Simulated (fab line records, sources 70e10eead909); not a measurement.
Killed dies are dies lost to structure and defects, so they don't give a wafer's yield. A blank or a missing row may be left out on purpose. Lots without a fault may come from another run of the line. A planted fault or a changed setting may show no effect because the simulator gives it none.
Chamber matching | flow nand_harc | NHARC_A_STAIRCASE_DEP_151 on pecvd-03: 3 sister chambers
The step deposits SiO2, target thk 3800 nm. 3 wafers are shown with their chamber, then 8 later ones without.

WAFERS WITH THEIR CHAMBER
wafer  | chamber | rf_fwd_power_W (W)
L089.2 | 1       | 499.2
L090.1 | 2       | 497.9
L094.1 | 0       | 501.2

WAFERS WITHOUT THEIR CHAMBER
wafer  | rf_fwd_power_W (W)
L094.4 | 497.8
L094.6 | 501.6
L092.1 | 498.8
L092.2 | 497.5
L092.4 | 498.8
L095.2 | 498.3
L095.3 | 498.9
L095.6 | 500.9

WHICH CHAMBER EACH WENT THROUGH
wafer  | from the rows above     | in truth
L094.4 | 2                       | 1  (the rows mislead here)
L094.6 | 0                       | 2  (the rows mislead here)
L092.1 | can't be placed: 1 or 2 | 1
L092.2 | 2                       | 2
L092.4 | can't be placed: 1 or 2 | 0
L095.2 | can't be placed: 2 or 1 | 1
L095.3 | can't be placed: 1 or 2 | 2
L095.6 | 0                       | 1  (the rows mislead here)
Placed correctly: 1 of 8. Can't be placed from these rows: 4 (the true chamber is among the candidates in 3). Placed wrongly: 3.
How it was worked out, from the rows above alone: a wafer's distance from a chamber is the root of the sum, over the readings, of the square of ((its reading less the chamber's mean) divided by the reading's scatter). The wafer belongs to the nearest chamber; if the next one is less than 2 further off, it can't be placed. A chamber's mean is the mean of its shown wafers. The scatter: with one shown wafer a chamber, the root of the mean of the squares of how far each hidden wafer lies from its nearest shown one.
